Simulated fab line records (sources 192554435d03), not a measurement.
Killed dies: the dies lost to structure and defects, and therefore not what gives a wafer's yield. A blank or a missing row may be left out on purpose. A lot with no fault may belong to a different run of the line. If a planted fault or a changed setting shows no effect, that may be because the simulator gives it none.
fab line records | flow n5Finfet | part 1 of 2: steps 1 to 18 of 24
record: lots: 5 wafers: 15 lastDay: 17
route steps=1938 shown DUMMY_GATE@226
lots that met no fault: from a run of the same line without faults
startH: hours from the record's first day to the start of the lot's first wafer shown | waitH: how many hours have passed since the lot's step before this one | " the same as in the row above | L1.1+2: several wafers, shown together as one row | - value missing, or start not given | * or withheld: withheld | < > ~ a bound
route shown NAME@n: names a module that has steps shown in the file, with the first one's number in the route | usual: the fault-free wafers' mean and standard deviation | same: alike in all rows | chamber/n: place in a boat | sites: per-site readings | _std_site: the standard deviation of these | _edge_site: outer sites' mean less inner sites' | radiusMm: how far each site lies from the wafer's centre | mask NAME#n: copy n | behind: the most recent tool/chamber to have shaped the wafer | hold: the reason the lot was held/the length of the hold in hours/how it ended | device: names the non-switching transistor (n, p or np) | end of line: at the end of the route, the tests of the same wafers | where a step has no rows: the recipe by itself | killed: not the wafer's yield, but the dies lost to structure and defects at the first sort | map: the dies of a wafer, with x for killed, . for not killed, _ for no die there
set.NAME: the setting the step ran with; set.NAME@STEP: the setting that earlier step ran with | model.NAME: the simulator's own value behind a step, which no gauge read
lots at some steps of the route; a table a step, a row a wafer
services: the hour from which a tool's chamber was out of use, counted from the record's first day as startH (under 0 if before that day), plus the number of hours and why
== steps ==
step: N5_DUMMY_GATE_EBR_11
recipe: solvent: PGMEA ebrWidthMm: 1.5
usual: exhaustPa: 44.9/0.89
columns lot.wafer tool chamber startH waitH exhaustPa
L078.1 lithoTrack-05 0 - - 44.7
L078.4 " 0 " " 44.9
L078.6 " 0 " " 44.4
L080.2 lithoTrack-05 0 - - 46.0
L080.4 " 0 " " 45.5
L080.6 " 0 " " 45.4
L081.3 lithoTrack-02 0 - - 44.8
L081.5 " 0 " " 44.9
L081.6 " 0 " " 44.6
L091.1 lithoTrack-05 0 - - 45.2
L091.4 " 0 " " 43.9
L091.6 " 0 " " 44.3
L092.3 lithoTrack-02 0 - - 43.9
L092.4 " 0 " " 43.2
L092.6 " 0 " " 43.3
step: N5_DUMMY_GATE_SOFTBAKE_10
recipe: tempC: 110 timeS: 60 resist: CAR-EUV
usual: exhaustPa: 44.9/0.89
columns lot.wafer tool chamber startH waitH exhaustPa
L078.1 lithoTrack-05 0 - - 45.3
L078.4 " 0 " " 43.6
L078.6 " 0 " " 43.8
L080.2 lithoTrack-05 0 - - 43.5
L080.4 " 0 " " 44.4
L080.6 " 0 " " 43.5
L081.3 lithoTrack-02 0 - - 45.3
L081.5 " 0 " " 45.1
L081.6 " 0 " " 43.6
L091.1 lithoTrack-05 0 - - 45.3
L091.4 " 0 " " 45.1
L091.6 " 0 " " 45.6
L092.3 lithoTrack-02 0 - - 46.9
L092.4 " 0 " " 46.8
L092.6 " 0 " " 46.9
step: N5_DUMMY_GATE_EXPOSE_12
recipe: maskId: GATE na: 0.33 sourceShape: annular sigmaInner: 0.2 sigmaOuter: 0.6 polarization: unpolarized targetCdNm: 25 doseMj: 34
columns lot.wafer tool chamber startH waitH mask
L078.1+4+6 euvScanner-02 0 74.84 - GATE#0
L080.2+4+6 euvScanner-02 0 82.62 - GATE#0
L081.3+5+6 euvScanner-01 0 88.44 - GATE#0
L091.1+4+6 euvScanner-01 0 148.55 - GATE#0
L092.3+4+6 euvScanner-01 0 155.74 - GATE#0
step: N5_DUMMY_GATE_PEB_13
recipe: pebTempC: 100 pebTimeS: 60 resist: CAR-EUV
usual: exhaustPa: 44.9/0.91
columns lot.wafer tool chamber startH waitH exhaustPa
L078.1 lithoTrack-01 0 74.90 0.1 44.0
L078.4 " 0 " " 44.4
L078.6 " 0 " " 44.5
L080.2 lithoTrack-01 0 82.68 0.0 43.5
L080.4 " 0 " " 43.3
L080.6 " 0 " " 43.1
L081.3 lithoTrack-02 0 88.49 0.0 43.3
L081.5 " 0 " " 43.3
L081.6 " 0 " " 45.2
L091.1 lithoTrack-05 0 148.61 0.1 44.6
L091.4 " 0 " " 44.5
L091.6 " 0 " " 44.5
L092.3 lithoTrack-01 0 155.79 0.0 44.9
L092.4 " 0 " " 45.4
L092.6 " 0 " " 45.3
step: N5_DUMMY_GATE_DEVELOP_14
recipe: developTimeS: 30 developer: TMAH resist: CAR-EUV rinseLiquid: surfactantRinse dry: airSpin devTempC: 23
usual: exhaustPa: 45.2/0.83
same: developTimeS: 30
columns lot.wafer tool chamber startH waitH exhaustPa
L078.1 lithoTrack-01 0 - - 44.3
L078.4 " 0 " " 45.0
L078.6 " 0 " " 43.8
L080.2 lithoTrack-01 0 - - 45.7
L080.4 " 0 " " 44.5
L080.6 " 0 " " 45.8
L081.3 lithoTrack-02 0 - - 45.9
L081.5 " 0 " " 45.0
L081.6 " 0 " " 45.8
L091.1 lithoTrack-05 0 - - 44.7
L091.4 " 0 " " 45.5
L091.6 " 0 " " 44.6
L092.3 lithoTrack-01 0 - - 46.0
L092.4 " 0 " " 45.6
L092.6 " 0 " " 47.2
step: N5_DUMMY_GATE_CD_MEAS_15
recipe: targetCdNm: 25.8 landingEnergyEv: 500 detector: seInlens
usual: cdNm: 24.90/0.24
columns lot.wafer tool chamber startH waitH cdNm
L078.1 cdSem-02 0 74.97 - 25.19
L078.4 " 0 " " 24.88
L078.6 " 0 " " 24.40
L080.2 cdSem-03 0 82.74 - 25.07
L080.4 " 0 " " 25.12
L080.6 " 0 " " 24.76
L081.3 cdSem-01 0 88.56 - 24.38
L081.5 " 0 " " 25.08
L081.6 " 0 " " 24.84
L091.1 cdSem-02 0 148.68 - 24.74
L091.4 " 0 " " 24.69
L091.6 " 0 " " 25.02
L092.3 cdSem-03 0 155.86 - 25.20
L092.4 " 0 " " 24.61
L092.6 " 0 " " 24.87
step: N5_DUMMY_GATE_OVL_MEAS_16
recipe: pointsPerWafer: 522
usual: GATE_OVL: 0.5/0.66
columns lot.wafer tool chamber startH waitH GATE_OVL[nm]
L078.1 overlay-02 0 75.01 0.0 1.0
L078.4 " 0 " " 0.7
L078.6 " 0 " " 1.1
L080.2 overlay-02 0 82.79 0.0 -0.4
L080.4 " 0 " " 0.1
L080.6 " 0 " " 0.4
L081.3 overlay-02 0 88.61 0.0 0.9
L081.5 " 0 " " 0.9
L081.6 " 0 " " 1.5
L091.1 overlay-02 0 148.72 0.0 0.5
L091.4 " 0 " " 0.1
L091.6 " 0 " " -0.1
L092.3 overlay-01 0 155.91 0.0 1.1
L092.4 " 0 " " 0.7
L092.6 " 0 " " 0.0
step: N5_DUMMY_GATE_INSPECT_17
recipe: mode: adi inspectInstrument: brightfield
usual: rawDefectCount: 202/53
columns lot.wafer tool chamber startH waitH rawDefectCount
L078.1 defectInspect-01 - 75.07 0.1 263
L078.4 " - " " 322
L078.6 " - " " 162
L080.2 defectInspect-01 - 82.84 0.0 104
L080.4 " - " " 104
L080.6 " - " " 126
L081.3 defectInspect-01 - 88.66 0.0 178
L081.5 " - " " 153
L081.6 " - " " 138
L091.1 defectInspect-02 - 148.78 0.1 209
L091.4 " - " " 228
L091.6 " - " " 164
L092.3 defectInspect-01 - 155.96 0.0 159
L092.4 " - " " 238
L092.6 " - " " 146
step: N5_DUMMY_GATE_DESCUM_20
recipe: chemistry: O2 timeS: 6.2 sourcePowerW: 50 biasPowerW: 20 pressureMtorr: 20 rfFrequencyHz: 2.712e+07 tempC: 40 resist: CAR-EUV o2FlowSccm: 225
usual: drypumpMotorCurrentA: 5.7/0.46 oesProductAu: 0.80/0.1 rfVppV: 243.2/1.3 showerheadPlenumPTorr: 2.10/0.064 throttleValvePct: 20.37/0.2
columns lot.wafer tool chamber startH waitH drypumpMotorCurrentA oesProductAu rfHoursCounterH rfVppV showerheadPlenumPTorr throttleValvePct
L078.1 rieDiel-03 0 75.10 0.0 6.1 0.89 32 244.1 2.11 20.35
L078.4 " 1 " " 6.6 0.79 - 242.5 2.07 20.26
L078.6 " 0 " " 6.0 0.90 - 244.0 2.11 20.34
L080.2 rieDiel-03 1 82.88 0.0 6.6 0.78 128 243.4 2.07 20.26
L080.4 " 0 " " 6.0 0.89 32 242.8 2.11 20.35
L080.6 " 1 " " 6.6 0.79 - 244.9 2.07 20.25
L081.3 rieDiel-05 0 88.69 0.0 5.1 0.73 163 240.3 2.02 20.40
L081.5 " 1 " " 5.9 0.69 - 243.5 2.15 20.29
L081.6 " 2 " " 5.1 0.90 - 242.0 2.03 20.35
L091.1 rieDiel-05 1 148.81 0.0 6.0 0.67 238 244.7 2.15 20.31
L091.4 " 0 " " 5.1 0.72 178 240.7 2.02 20.42
L091.6 " 2 " " 5.0 0.86 - 242.5 2.03 20.36
L092.3 rieDiel-01 3 156.00 0.0 6.1 0.86 40 243.2 2.13 20.30
L092.4 " 1 " " 5.4 0.89 24 242.6 2.06 20.03
L092.6 " 3 " " 6.1 0.85 - 244.7 2.13 20.31
step: N5_DUMMY_GATE_ETCH_29
recipe: chemistry: N2/H2 target: underlayer targetDepthA: 130 ionEnergyEv: 200 pressureMtorr: 30 sourceW: 840 biasW: 150 n2FlowSccm: 200 h2FlowSccm: 200
usual: drypumpMotorCurrentA: 5.7/0.46 oesProductAu: 0.79/0.11 rfVppV: 523.9/2.2 showerheadPlenumPTorr: 2.54/0.077 throttleValvePct: 17.79/0.23
columns lot.wafer tool chamber startH waitH drypumpMotorCurrentA oesProductAu rfHoursCounterH rfVppV showerheadPlenumPTorr throttleValvePct
L078.1 rieDiel-03 0 75.17 0.0 6.1 0.93 32 525.8 2.59 18.03
L078.4 " 1 " " 6.6 0.79 - 524.0 2.54 17.77
L078.6 " 0 " " 6.0 0.91 - 523.5 2.59 18.05
L080.2 rieDiel-03 1 82.95 0.0 6.6 0.78 128 522.6 2.54 17.77
L080.4 " 0 " " 6.0 0.91 33 524.8 2.59 18.04
L080.6 " 1 " " 6.6 0.79 - 524.0 2.54 17.74
L081.3 rieDiel-05 0 88.76 0.0 5.1 0.72 163 521.1 2.45 17.90
L081.5 " 1 " " 6.0 0.65 - 526.4 2.60 17.65
L081.6 " 2 " " 5.0 0.89 - 523.0 2.47 17.73
L091.1 rieDiel-05 1 148.88 0.0 6.0 0.65 238 525.8 2.60 17.68
L091.4 " 0 " " 5.2 0.71 178 520.1 2.44 17.92
L091.6 " 2 " " 5.1 0.86 - 521.5 2.46 17.75
L092.3 rieDiel-01 3 156.06 0.0 6.0 0.86 40 524.9 2.58 17.71
L092.4 " 1 " " 5.4 0.86 24 521.5 2.49 17.30
L092.6 " 3 " " 6.0 0.87 - 525.9 2.58 17.73
step: N5_DUMMY_GATE_ETCH_36
recipe: chemistry: CF4 target: SiARC targetDepthA: 130 pressureMtorr: 40 sourceW: 545 biasW: 36 Ar_flow_sccm: 100 cf4FlowSccm: 100 ionEnergyEv: 80
usual: drypumpMotorCurrentA: 5.7/0.46 mfcArSccm: 100.0/0.3 oesProductAu: 0.79/0.11 rfVppV: 184.1/1.2 showerheadPlenumPTorr: 2.14/0.066 throttleValvePct: 15.53/0.2
columns lot.wafer tool chamber startH waitH drypumpMotorCurrentA mfcArSccm oesProductAu rfHoursCounterH rfVppV showerheadPlenumPTorr throttleValvePct
L078.1 rieDiel-03 0 75.21 0.0 6.0 100.4 0.89 32 184.0 2.16 15.42
L078.4 " 1 " " 6.6 99.7 0.79 - 185.9 2.14 15.60
L078.6 " 0 " " 6.0 100.1 0.89 - 184.0 2.16 15.40
L080.2 rieDiel-03 1 82.99 0.0 6.6 99.2 0.78 128 184.4 2.13 15.61
L080.4 " 0 " " 6.1 100.4 0.90 33 185.9 2.16 15.42
L080.6 " 1 " " 6.6 99.8 0.78 - 184.2 2.13 15.60
L081.3 rieDiel-05 0 88.80 0.0 5.1 99.8 0.72 163 183.6 2.05 15.50
L081.5 " 1 " " 5.9 100.1 0.66 - 184.6 2.20 15.50
L081.6 " 2 " " 5.0 100.5 0.88 - 181.2 2.08 15.45
L091.1 rieDiel-05 1 148.92 0.0 5.9 100.1 0.65 238 184.6 2.19 15.56
L091.4 " 0 " " 5.1 100.3 0.71 178 183.7 2.05 15.52
L091.6 " 2 " " 5.1 100.1 0.84 - 183.2 2.07 15.48
L092.3 rieDiel-01 3 156.10 0.0 6.0 99.5 0.87 40 183.8 2.20 15.54
L092.4 " 1 " " 5.4 99.9 0.86 24 183.3 2.11 15.23
L092.6 " 3 " " 6.0 99.6 0.87 - 185.3 2.20 15.56
step: N5_DUMMY_GATE_ETCH_37
recipe: chemistry: N2/H2 target: SOC targetDepthA: 600 overetchA: 300 tempC: 40 ionEnergyEv: 200 pressureMtorr: 30 sourceW: 840 biasW: 150 n2FlowSccm: 200 h2FlowSccm: 200
usual: drypumpMotorCurrentA: 5.7/0.46 oesProductAu: 0.63/0.076 rfVppV: 523.9/2.3 showerheadPlenumPTorr: 2.54/0.077 throttleValvePct: 17.72/0.23
columns lot.wafer tool chamber startH waitH drypumpMotorCurrentA oesProductAu rfHoursCounterH rfVppV showerheadPlenumPTorr throttleValvePct
L078.1 rieDiel-03 0 75.25 0.0 6.0 0.69 32 525.4 2.59 17.97
L078.4 " 1 " " 6.6 0.63 - 524.9 2.54 17.69
L078.6 " 0 " " 6.0 0.69 - 526.6 2.59 17.97
L080.2 rieDiel-03 1 83.03 0.0 6.6 0.63 128 523.4 2.54 17.68
L080.4 " 0 " " 6.1 0.68 33 525.0 2.59 17.97
L080.6 " 1 " " 6.6 0.63 - 525.3 2.54 17.70
L081.3 rieDiel-05 0 88.84 0.0 5.1 0.59 163 520.7 2.45 17.84
L081.5 " 1 " " 6.0 0.54 - 527.0 2.60 17.58
L081.6 " 2 " " 5.1 0.70 - 521.1 2.47 17.67
L091.1 rieDiel-05 1 148.96 0.0 6.0 0.54 238 526.6 2.60 17.62
L091.4 " 0 " " 5.1 0.58 178 520.3 2.45 17.87
L091.6 " 2 " " 5.1 0.68 - 522.7 2.46 17.69
L092.3 rieDiel-01 3 156.14 0.0 6.0 0.69 40 523.9 2.58 17.66
L092.4 " 1 " " 5.4 0.70 24 521.5 2.49 17.24
L092.6 " 3 " " 6.0 0.70 - 524.9 2.58 17.66
step: N5_DUMMY_GATE_STRIP_38
recipe: chemistry: N2/H2 tempC: 40 n2FlowSccm: 200 h2FlowSccm: 200 rfFrequencyHz: 6e+07
columns lot.wafer tool chamber startH waitH
L078.1+4+6 rieDiel-03 0,1,0 75.29 0.0
L080.2+4+6 rieDiel-03 1,0,1 83.07 0.0
L081.3+5+6 rieDiel-05 0,1,2 88.88 0.0
L091.1+4+6 rieDiel-05 1,0,2 149.00 0.0
L092.3+4+6 rieDiel-01 3,1,3 156.18 0.0
step: N5_DUMMY_GATE_STRIP_39
recipe: chemistry: N2/H2 tempC: 40 n2FlowSccm: 200 h2FlowSccm: 200 rfFrequencyHz: 6e+07
columns lot.wafer tool chamber startH waitH
L078.1+4+6 rieDiel-03 0,1,0 75.30 0.0
L080.2+4+6 rieDiel-03 1,0,1 83.08 0.0
L081.3+5+6 rieDiel-05 0,1,2 88.89 0.0
L091.1+4+6 rieDiel-05 1,0,2 149.01 0.0
L092.3+4+6 rieDiel-01 3,1,3 156.19 0.0
step: N5_DUMMY_GATE_TRIM_49
recipe: chemistry: O2 resist: SOC timeS: 29 targetCdNm: 14 sourcePowerW: 300 biasPowerW: 0 O2_flow_sccm: 100 tempC: 20
usual: drypumpMotorCurrentA: 5.9/0.37 oesProductAu: 0.994/0.021 throttleValvePct: 8.14/0.096
columns lot.wafer tool chamber startH waitH drypumpMotorCurrentA oesProductAu rfHoursCounterH throttleValvePct
L078.1 rieSi-04 3 75.33 0.0 5.7 1.009 27 8.16
L078.4 " 1 " " 5.9 1.011 99 8.03
L078.6 " 1 " " 5.9 1.010 - 8.03
L080.2 rieSi-05 2 83.11 0.0 6.3 0.996 91 8.20
L080.4 " 0 " " 5.3 0.981 3 7.98
L080.6 " 1 " " 6.1 0.985 - 8.07
L081.3 rieSi-05 2 88.92 0.0 6.4 1.006 91 8.20
L081.5 " 2 " " 6.4 0.998 - 8.20
L081.6 " 1 " " 6.1 0.992 - 8.07
L091.1 rieSi-04 2 149.04 0.0 5.9 0.980 142 8.20
L091.4 " 3 " " 5.7 1.022 29 8.15
L091.6 " 1 " " 5.9 1.024 - 8.02
L092.3 rieSi-05 3 156.22 0.0 5.8 0.949 158 8.28
L092.4 " 1 " " 6.2 0.991 119 8.07
L092.6 " 3 " " 5.8 0.961 - 8.28
step: N5_DUMMY_GATE_STRIP_40
recipe: chemistry: CF4 resist: SiARC powerW: 300 biasPowerW: 75 pressureMtorr: 50 cf4FlowSccm: 150 rfFrequencyHz: 6e+07
usual: drypumpMotorCurrentA: 5.7/0.44 oesProductAu: 0.80/0.09 rfVppV: 271.1/1.4 showerheadPlenumPTorr: 1.79/0.048 throttleValvePct: 13.46/0.24
columns lot.wafer tool chamber startH waitH drypumpMotorCurrentA oesProductAu rfHoursCounterH rfVppV showerheadPlenumPTorr throttleValvePct
L078.1 rieDiel-03 2 75.43 0.1 5.8 0.81 77 270.4 1.80 13.34
L078.4 " 0 " " 6.0 0.87 - 270.9 1.81 13.38
L078.6 " 1 " " 6.6 0.78 - 267.7 1.80 13.62
L080.2 rieDiel-01 3 83.20 0.1 6.0 0.91 16 273.2 1.84 13.37
L080.4 " 3 " " 6.0 0.90 - 270.4 1.83 13.37
L080.6 " 0 " " 5.5 0.67 - 273.2 1.74 13.70
L081.3 rieDiel-03 3 89.01 0.1 6.5 0.95 4 273.4 1.88 13.07
L081.5 " 2 " " 5.8 0.80 - 272.5 1.80 13.36
L081.6 " 1 " " 6.6 0.78 - 272.5 1.80 13.63
L091.1 rieDiel-01 2 149.14 0.1 5.2 0.94 8 271.2 1.74 13.09
L091.4 " 3 " " 6.0 0.86 37 271.9 1.83 13.41
L091.6 " 0 " " 5.5 0.90 - 270.8 1.73 13.12
L092.3 rieDiel-05 1 156.40 0.1 5.9 0.67 241 272.4 1.83 13.57
L092.4 " 3 " " 5.8 0.72 195 270.7 1.85 13.94
L092.6 " 1 " " 5.9 0.67 - 271.9 1.83 13.56
step: N5_DUMMY_GATE_CD_MEAS_50
recipe: targetCdNm: 14
usual: cdNm: 13.8/0.52
columns lot.wafer tool chamber startH waitH cdNm
L078.1 cdSem-02 - 75.47 0.0 15.3
L078.4 " - " " 14.9
L078.6 " - " " 15.5
L080.2 cdSem-01 - 83.27 0.1 14.2
L080.4 " - " " 13.8
L080.6 " - " " 14.6
L081.3 cdSem-03 - 89.07 0.0 13.5
L081.5 " - " " 13.7
L081.6 " - " " 13.8
L091.1 cdSem-03 - 149.19 0.0 13.5
L091.4 " - " " 13.4
L091.6 " - " " 14.5
L092.3 cdSem-02 - 156.45 0.0 13.6
L092.4 " - " " 14.3
L092.6 " - " " 13.3
step: N5_DUMMY_GATE_ETCH_31
recipe: chemistry: C4F6/O2 target: SiO2 maskMaterial: SOC targetDepthA: 825 timeS: 27.5 ionEnergyEv: 250 pressureMtorr: 30 sourceW: 345 biasW: 185 Ar_flow_sccm: 300 C4F6_flow_sccm: 10 O2_flow_sccm: 10
usual: C4F6_flow_sccm: 10.01/0.031 drypumpMotorCurrentA: 5.6/0.46 mfcArSccm: 299.9/0.86 oes_f_703_au: 0.78/0.095 oesProductAu: 0.79/0.099 rfVppV: 665/28 showerheadPlenumPTorr: 2.85/0.096 throttleValvePct: 21.10/0.22
columns lot.wafer tool chamber startH waitH C4F6_flow_sccm drypumpMotorCurrentA mfcArSccm oes_f_703_au oesProductAu rfHoursCounterH rfVppV showerheadPlenumPTorr throttleValvePct
L078.1 rieDiel-03 1 75.52 0.0 10.04 6.6 300.3 0.77 0.80 125 685 2.83 21.04
L078.4 " 2 " " 10.03 5.8 300.4 0.82 0.81 - 653 2.89 21.05
L078.6 " 1 " " 10.02 6.6 299.8 0.76 0.80 - 683 2.83 21.06
L080.2 rieDiel-05 2 83.46 0.2 10.00 5.0 298.9 0.86 0.90 40 679 2.75 20.91
L080.4 " 0 " " 10.04 5.1 300.4 0.78 0.72 - 617 2.73 20.95
L080.6 " 2 " " 9.99 5.0 298.5 0.87 0.89 - 678 2.75 20.92
L081.3 rieDiel-03 0 89.11 0.0 9.96 6.0 300.4 0.86 0.89 34 694 2.87 21.04
L081.5 " 2 " " 10.03 5.8 299.9 0.81 0.80 - 653 2.89 21.04
L081.6 " 1 " " 9.97 6.6 299.6 0.76 0.79 - 684 2.82 21.04
L091.1 rieDiel-05 3 149.23 0.0 9.96 5.8 299.4 0.68 0.71 193 704 2.96 21.57
L091.4 " 0 " " 9.97 5.1 301.1 0.76 0.72 178 617 2.72 20.98
L091.6 " 1 " " 10.01 6.0 299.8 0.65 0.66 - 669 2.92 21.03
L092.3 rieDiel-05 1 156.49 0.0 10.05 5.9 299.5 0.64 0.65 241 670 2.92 21.03
L092.4 " 2 " " 10.01 5.0 300.2 0.83 0.86 62 677 2.74 20.95
L092.6 " 0 " " 10.03 5.1 299.8 0.76 0.71 - 616 2.72 21.00
